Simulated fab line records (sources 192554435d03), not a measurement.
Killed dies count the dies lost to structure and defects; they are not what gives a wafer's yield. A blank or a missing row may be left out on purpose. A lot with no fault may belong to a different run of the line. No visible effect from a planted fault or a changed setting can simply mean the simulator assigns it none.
Matching of chambers | flow n5 finfet | N5_SDB_ALD_29 on ald sin-04 has 4 sister chambers
The step deposits SiNx, target thk 30 nm, pulse time 1 s, ald cycles 600. 8 wafers are shown with their chamber, then 7 later ones without.

== WAFERS WITH THEIR CHAMBER ==
wafer  | chamber | heater power w (W) | precursor pulse height rel
L705.3 | 0       | 866                | 1.013
L709.3 | 3       | 852                | 1.031
L709.6 | 3       | 879                | 1.003
L711.1 | 2       | 937                | 1.007
L711.3 | 1       | 732                | 1.010
L711.4 | 1       | 740                | 1.003
L721.3 | 0       | 853                | 0.990
L721.5 | 2       | 993                | 0.995

== WAFERS MISSING THEIR CHAMBER ==
wafer  | heater power w (W) | precursor pulse height rel
L721.6 | 859                | 0.963
L723.2 | 881                | 0.973
L723.3 | 972                | 1.015
L723.5 | 747                | 0.992
L725.1 | 748                | 0.990
L725.4 | 984                | 0.982
L725.6 | 893                | 1.027

== WHICH CHAMBER EACH ONE RAN IN ==
wafer  | from the rows above          | in truth
L721.6 | can't be placed: 0 or 3      | 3
L723.2 | can't be placed: 0 or 3 or 2 | 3
L723.3 | 2                            | 2
L723.5 | 1                            | 1
L725.1 | 1                            | 1
L725.4 | 2                            | 2
L725.6 | can't be placed: 3 or 0      | 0
Placed correctly: 4 of 7. These rows do not allow placing 3 (true chamber among the candidates in 3). Wrongly placed: 0.
How it was worked out, from the rows above alone: a wafer's distance from a chamber is the root of the sum, over the readings, of the square of ((its reading less the chamber's mean) divided by the reading's scatter). If the next closest chamber is less than 2 further off than the closest, the wafer can't be placed; otherwise it belongs to the closest. Each chamber's mean is taken over the wafers shown for it. The scatter: take each reading less its chamber's mean, square it, sum over the shown wafers, divide by the number of wafers less the number of chambers, and take the root.
